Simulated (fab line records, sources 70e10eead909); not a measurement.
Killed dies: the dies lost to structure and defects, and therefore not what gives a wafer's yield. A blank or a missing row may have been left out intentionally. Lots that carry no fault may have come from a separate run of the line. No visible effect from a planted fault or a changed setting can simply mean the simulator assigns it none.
fab line records + flow nand_harc + part 2 of 2: steps 29 to 38 of 38
[record]
- lots = 5
- wafers = 15
- last_day = 23
route steps=1159 shown P_CONTACT@240 P_M0@253
lots with no fault: from the same line, run without faults
start_h: hours from the record's first day to the start of the lot's first wafer shown + wait_h: hours from the lot's prior step to this one + " repeats the value in the row above + L1.1+2: one row covering several wafers at once + - no value, or no start was given + * or withheld: withheld + < > ~ a bound
route shown NAME@n: names a module that has steps shown in the file, with the first one's number in the route + usual: the fault-free wafers' mean and standard deviation + same: alike in all rows + chamber/n: place in a boat + sites: readings site by site + _std_site: how widely they spread, as a standard deviation + _edge_site: the outer-site mean with the inner-site mean subtracted + radius_mm: for every site, how far away it sits from the centre of the wafer + mask NAME#n: copy n + behind: the tool/chamber that last shaped the wafer + hold: why the lot went on hold/how many hours it stayed there/how the hold came to an end + device: whichever transistor did not switch (one of n, p or np) + end of line: the route-end tests of the same wafers + a step given without rows: its recipe and nothing more + killed: at the first sort, the dies lost to defects and structure; wafer yield is something else + map: dies across one wafer; x = killed, . = not, _ = none there
set.NAME: setting as actually run; set.NAME@STEP: the setting as run at that earlier step + model.NAME: the simulator's own value behind a step, which no gauge read
certain route steps with their lots: each step a table, each wafer a row
services: a tool's chamber out of use, with start hour (start_h, from the record's first day; less than 0 if before it), hours out, and reason
[[steps]]
[step NHARC_P_M0_CD_MEAS_16]
[usual]
- cd_nm = 90.0/1
| lot.wafer | tool      | chamber | start_h | wait_h | cd_nm |
|-----------|-----------|---------|---------|--------|-------|
| L074.4    | cd_sem-03 | -       | 113.44  | -      | 88.2  |
| L074.5    | "         | -       | "       | "      | 90.5  |
| L074.6    | "         | -       | "       | "      | 88.7  |
| L076.2    | cd_sem-03 | -       | 127.08  | -      | 91.3  |
| L076.4    | "         | -       | "       | "      | 90.2  |
| L076.5    | "         | -       | "       | "      | 92.4  |
| L080.2    | cd_sem-02 | -       | 157.73  | -      | 91.3  |
| L080.3    | "         | -       | "       | "      | 90.0  |
| L080.5    | "         | -       | "       | "      | 89.5  |
| L084.2    | cd_sem-02 | -       | 167.00  | -      | 91.3  |
| L084.4    | "         | -       | "       | "      | 89.3  |
| L084.5    | "         | -       | "       | "      | 88.8  |
| L093.1    | cd_sem-03 | -       | 227.59  | -      | 90.3  |
| L093.3    | "         | -       | "       | "      | 88.8  |
| L093.4    | "         | -       | "       | "      | 91.8  |
[step NHARC_P_M0_STRIP_18]
[recipe]
- power_w = 1000
- n2_flow_sccm = 150
- h2_flow_sccm = 150
- ar_flow_sccm = 0
- bias_w = 0
- chemistry = N2/H2
[usual]
- drypump_motor_current_A = 5.7/0.48
- oes_product_au = 1.002/0.0086
- rf_vpp_V = 90.5/0.89
- showerhead_plenum_p_Torr = 2.00/0.075
- throttle_valve_pct = 14.173/0.0092
| lot.wafer | tool        | chamber | start_h | wait_h | drypump_motor_current_A | oes_product_au | rf_hours_counter_h | rf_vpp_V | showerhead_plenum_p_Torr | throttle_valve_pct |
|-----------|-------------|---------|---------|--------|-------------------------|----------------|--------------------|----------|--------------------------|--------------------|
| L074.4    | rie_diel-01 | 1       | 113.51  | 0.1    | 5.6                     | 1.005          | 8                  | 90.3     | 1.94                     | 14.169             |
| L074.5    | "           | 1       | "       | "      | 5.6                     | 1.004          | -                  | 89.3     | 1.94                     | 14.170             |
| L074.6    | "           | 2       | "       | "      | 6.2                     | 1.020          | -                  | 90.8     | 2.11                     | 14.182             |
| L076.2    | rie_diel-05 | 0       | 127.18  | 0.1    | 5.3                     | 0.997          | 8                  | 89.9     | 2.16                     | 14.168             |
| L076.4    | "           | 1       | "       | "      | 5.5                     | 0.984          | 9                  | 91.1     | 1.99                     | 14.173             |
| L076.5    | "           | 0       | "       | "      | 5.3                     | 0.993          | -                  | 91.3     | 2.16                     | 14.174             |
| L080.3    | rie_diel-01 | 2       | 157.80  | 0.1    | 6.2                     | 0.997          | 1                  | 90.5     | 2.11                     | 14.178             |
| L080.2    | "           | 1       | "       | "      | 5.6                     | 1.005          | 1                  | 90.7     | 1.94                     | 14.169             |
| L080.5    | "           | 2       | "       | "      | 6.2                     | 0.995          | -                  | 91.5     | 2.11                     | 14.182             |
| L084.2    | rie_diel-09 | 3       | 167.13  | 0.1    | 5.2                     | 0.999          | 3                  | 90.0     | 1.91                     | 14.168             |
| L084.4    | "           | 0       | "       | "      | 5.7                     | 1.004          | 3                  | 90.4     | 1.99                     | 14.171             |
| L084.5    | "           | 2       | "       | "      | 6.5                     | 0.991          | -                  | 91.9     | 1.96                     | 14.161             |
| L093.1    | rie_diel-09 | 1       | 227.67  | 0.1    | 6.7                     | 0.995          | 7                  | 90.4     | 1.92                     | 14.170             |
| L093.4    | "           | 2       | "       | "      | 6.5                     | 0.998          | 7                  | 90.0     | 1.96                     | 14.163             |
| L093.3    | "           | 3       | "       | "      | 5.2                     | 1.002          | 8                  | 89.2     | 1.91                     | 14.192             |
[step NHARC_P_M0_STRIP_19]
[recipe]
- time_s = 600
- temp_c = 30
- chemistry = post_etch_residue_remover
| lot.wafer  | tool         | chamber | start_h | wait_h |
|------------|--------------|---------|---------|--------|
| L074.4+5+6 | wet_bench-06 | 1,2,5   | 113.79  | -      |
| L076.4+5+2 | wet_bench-06 | 0,1,5   | 127.43  | -      |
| L080.3+5+2 | wet_bench-06 | 1,2,3   | 158.08  | -      |
| L084.5+2+4 | wet_bench-03 | 1,3,5   | 167.36  | -      |
| L093.1+3+4 | wet_bench-03 | 3,4,7   | 227.95  | -      |
[step NHARC_P_M0_DEGAS_28]
[recipe]
- temp_c = 250
- time_s = 60
[usual]
- heater_power_w = 328/37
| lot.wafer | tool           | chamber | start_h | wait_h | heater_power_w |
|-----------|----------------|---------|---------|--------|----------------|
| L074.4    | pvd_sputter-01 | -       | 114.06  | -      | 366            |
| L074.5    | "              | -       | "       | "      | 346            |
| L074.6    | "              | -       | "       | "      | 363            |
| L076.2    | pvd_sputter-01 | -       | 127.70  | -      | 348            |
| L076.4    | "              | -       | "       | "      | 334            |
| L076.5    | "              | -       | "       | "      | 352            |
| L080.2    | pvd_sputter-02 | -       | 158.35  | -      | 396            |
| L080.3    | "              | -       | "       | "      | 290            |
| L080.5    | "              | -       | "       | "      | 396            |
| L084.4    | pvd_sputter-03 | -       | 167.62  | -      | 289            |
| L084.2    | "              | -       | "       | "      | 309            |
| L084.5    | "              | -       | "       | "      | 289            |
| L093.3    | pvd_sputter-01 | -       | 228.21  | -      | 361            |
| L093.1    | "              | -       | "       | "      | 250            |
| L093.4    | "              | -       | "       | "      | 332            |
[step NHARC_P_M0_PRE_CLEAN_29]
[recipe]
- time_s = 30
- temp_c = 280
- gas = H2/He
[usual]
- heater_power_w = 401/48
| lot.wafer | tool           | chamber | start_h | wait_h | heater_power_w |
|-----------|----------------|---------|---------|--------|----------------|
| L074.4    | pvd_sputter-01 | -       | -       | -      | 410            |
| L074.5    | "              | -       | "       | "      | 309            |
| L074.6    | "              | -       | "       | "      | 417            |
| L076.2    | pvd_sputter-01 | -       | -       | -      | 403            |
| L076.4    | "              | -       | "       | "      | 454            |
| L076.5    | "              | -       | "       | "      | 449            |
| L080.2    | pvd_sputter-02 | -       | -       | -      | 420            |
| L080.3    | "              | -       | "       | "      | 410            |
| L080.5    | "              | -       | "       | "      | 480            |
| L084.2    | pvd_sputter-03 | -       | -       | -      | 386            |
| L084.4    | "              | -       | "       | "      | 368            |
| L084.5    | "              | -       | "       | "      | 448            |
| L093.1    | pvd_sputter-01 | -       | -       | -      | 408            |
| L093.3    | "              | -       | "       | "      | 439            |
| L093.4    | "              | -       | "       | "      | 310            |
[step NHARC_P_M0_PVD_20]
[recipe]
- target_thk_a = 50
- bias_v = 168.6
- power_w = 15000
- chamber_pressure_pa = 0.12
- time_s = 8.06
- substrate_temp_c = 50
- material = TaN
[usual]
- throttle_valve_pct = 30.0/0.97
| lot.wafer | tool           | chamber | start_h | wait_h | throttle_valve_pct |
|-----------|----------------|---------|---------|--------|--------------------|
| L074.4    | pvd_sputter-01 | -       | -       | -      | 30.8               |
| L074.6    | "              | -       | "       | "      | 28.9               |
| L074.5    | "              | -       | "       | "      | 30.7               |
| L076.2    | pvd_sputter-01 | -       | -       | -      | 29.9               |
| L076.4    | "              | -       | "       | "      | 29.0               |
| L076.5    | "              | -       | "       | "      | 28.8               |
| L080.2    | pvd_sputter-02 | -       | -       | -      | 31.0               |
| L080.3    | "              | -       | "       | "      | 30.1               |
| L080.5    | "              | -       | "       | "      | 28.7               |
| L084.2    | pvd_sputter-03 | -       | -       | -      | 30.0               |
| L084.4    | "              | -       | "       | "      | 29.1               |
| L084.5    | "              | -       | "       | "      | 30.5               |
| L093.3    | pvd_sputter-01 | -       | -       | -      | 29.4               |
| L093.1    | "              | -       | "       | "      | 29.1               |
| L093.4    | "              | -       | "       | "      | 30.5               |
[step NHARC_P_M0_PVD_21]
[recipe]
- target_thk_a = 300
- chamber_pressure_pa = 5
- power_w = 5000
- substrate_temp_c = 30
- time_s = 20.49
- material = Cu
[usual]
- throttle_valve_pct = 30.0/0.92
| lot.wafer | tool           | chamber | start_h | wait_h | throttle_valve_pct |
|-----------|----------------|---------|---------|--------|--------------------|
| L074.4    | pvd_sputter-01 | -       | -       | -      | 30.5               |
| L074.6    | "              | -       | "       | "      | 29.4               |
| L074.5    | "              | -       | "       | "      | 29.7               |
| L076.2    | pvd_sputter-01 | -       | -       | -      | 29.2               |
| L076.4    | "              | -       | "       | "      | 30.8               |
| L076.5    | "              | -       | "       | "      | 28.8               |
| L080.3    | pvd_sputter-02 | -       | -       | -      | 30.7               |
| L080.2    | "              | -       | "       | "      | 30.3               |
| L080.5    | "              | -       | "       | "      | 30.3               |
| L084.4    | pvd_sputter-03 | -       | -       | -      | 30.0               |
| L084.2    | "              | -       | "       | "      | 31.8               |
| L084.5    | "              | -       | "       | "      | 29.1               |
| L093.1    | pvd_sputter-01 | -       | -       | -      | 30.9               |
| L093.4    | "              | -       | "       | "      | 29.2               |
| L093.3    | "              | -       | "       | "      | 29.3               |
[step NHARC_P_M0_ECD_22]
[recipe]
- target_thk_a = 4000
- bath_temp_c = 25
- material = Cu
| lot.wafer  | tool      | chamber | start_h | wait_h |
|------------|-----------|---------|---------|--------|
| L074.4+6+5 | ecd_cu-01 | 1,1,0   | 114.51  | -      |
| L076.2+4+5 | ecd_cu-01 | 0,0,1   | 128.11  | -      |
| L080.2+3+5 | ecd_cu-02 | 0       | 158.75  | -      |
| L084.2+4+5 | ecd_cu-01 | 1       | 167.98  | -      |
| L093.1+3+4 | ecd_cu-01 | 0,1,0   | 228.66  | -      |
[step NHARC_P_M0_ANNEAL_30]
[recipe]
- temp_c = 225
- time_s = 90
[usual]
- wafer_temp_C_max = 226.4/0.36
| lot.wafer | tool          | chamber | start_h | wait_h | wafer_temp_C_max |
|-----------|---------------|---------|---------|--------|------------------|
| L074.4    | rtp_anneal-02 | 0       | 114.94  | 0.4    | 227.3            |
| L074.5    | "             | 0       | "       | "      | 226.8            |
| L074.6    | "             | 0       | "       | "      | 226.4            |
| L076.2    | rtp_anneal-01 | 0       | 128.49  | 0.3    | 225.8            |
| L076.4    | "             | 0       | "       | "      | 226.5            |
| L076.5    | "             | 0       | "       | "      | 225.9            |
| L080.2    | rtp_anneal-01 | 0       | 159.20  | -      | 226.0            |
| L080.3    | "             | 0       | "       | "      | 226.4            |
| L080.5    | "             | 0       | "       | "      | 226.0            |
| L084.2    | rtp_anneal-01 | 0       | 168.43  | -      | 226.0            |
| L084.4    | "             | 0       | "       | "      | 226.4            |
| L084.5    | "             | 0       | "       | "      | 226.7            |
| L093.1    | rtp_anneal-02 | 0       | 229.36  | 0.6    | 227.2            |
| L093.3    | "             | 0       | "       | "      | 226.4            |
| L093.4    | "             | 0       | "       | "      | 227.8            |
[step NHARC_P_M0_CMP_23]
[recipe]
- t_overpolish_s = 20
- target_thk_nm = 117.53
[usual]
- motor_current_A = 11.4/1.1
- slurry_flow_ml_min = 150.0/0.5
- time_to_endpoint_s = 27.0/2.8
| lot.wafer | tool   | chamber | start_h | wait_h | motor_current_A | slurry_flow_ml_min | time_to_endpoint_s |
|-----------|--------|---------|---------|--------|-----------------|--------------------|--------------------|
| L074.4    | cmp-01 | 1       | 115.20  | -      | 11.4            | 149.3              | 28.4               |
| L074.6    | "      | 3       | "       | "      | 10.3            | 150.4              | 27.8               |
| L074.5    | "      | 0       | "       | "      | 11.2            | 149.5              | 27.6               |
| L076.2    | cmp-04 | 1       | 128.78  | -      | 10.3            | 150.4              | 25.9               |
| L076.4    | "      | 0       | "       | "      | 13.4            | 150.2              | 32.7               |
| L076.5    | "      | 2       | "       | "      | 12.3            | 150.3              | 30.1               |
| L080.2    | cmp-02 | 1       | 159.49  | -      | 13.8            | 150.8              | 28.1               |
| L080.3    | "      | 3       | "       | "      | 9.7             | 149.8              | 29.6               |
| L080.5    | "      | 2       | "       | "      | 11.8            | 150.0              | 29.0               |
| L084.4    | cmp-01 | 1       | 168.72  | -      | 11.1            | 151.2              | 27.9               |
| L084.2    | "      | 0       | "       | "      | 11.1            | 150.0              | 26.5               |
| L084.5    | "      | 1       | "       | "      | 10.8            | 150.6              | 28.6               |
| L093.4    | cmp-01 | 0       | 229.71  | -      | 11.3            | 148.3              | 25.4               |
| L093.1    | "      | 2       | "       | "      | 10.9            | 149.4              | 21.4               |
| L093.3    | "      | 3       | "       | "      | 10.2            | 150.0              | 23.1               |
[[services]]
| tool            | chamber | start_h | hours | kind   |
|-----------------|---------|---------|-------|--------|
| cvd_w-02        | 1       | 87.19   | 14.0  | repair |
| cmp-04          | -       | 90.91   | 6.2   | repair |
| rie_diel-06     | -       | 93.00   | 0.3   | repair |
| litho_track-01  | -       | 93.00   | 7.0   | pm     |
| ecd_cu-01       | -       | 96.00   | 8.0   | pm     |
| rie_diel-12     | 3       | 100.37  | 3.9   | repair |
| pvd_sputter-03  | -       | 102.00  | 10.0  | pm     |
| arfi_scanner-01 | -       | 103.38  | 0.6   | repair |
| cmp-04          | -       | 105.00  | 4.0   | pm     |
| arfi_scanner-01 | -       | 106.72  | 1.3   | repair |
| ecd_cu-01       | -       | 106.88  | 0.3   | repair |
| litho_track-06  | -       | 117.00  | 7.0   | pm     |
| rie_diel-12     | 1       | 117.55  | 19.1  | repair |
| rie_diel-01     | 2       | 129.31  | 4.3   | repair |
| pvd_sputter-03  | -       | 134.27  | 2.5   | repair |
| rie_diel-09     | -       | 137.06  | 8.3   | repair |
| rie_diel-01     | -       | 137.82  | 9.0   | pm     |
| litho_track-04  | -       | 141.00  | 7.0   | pm     |
| pvd_sputter-01  | -       | 147.75  | 1.7   | repair |
| pvd_sputter-01  | -       | 158.00  | 10.0  | pm     |
| pvd_sputter-03  | -       | 170.77  | 1.7   | repair |
| wet_bench-02    | -       | 180.00  | 8.0   | pm     |
| rie_diel-12     | -       | 202.47  | 9.0   | pm     |
| pvd_sputter-02  | -       | 214.00  | 10.0  | pm     |
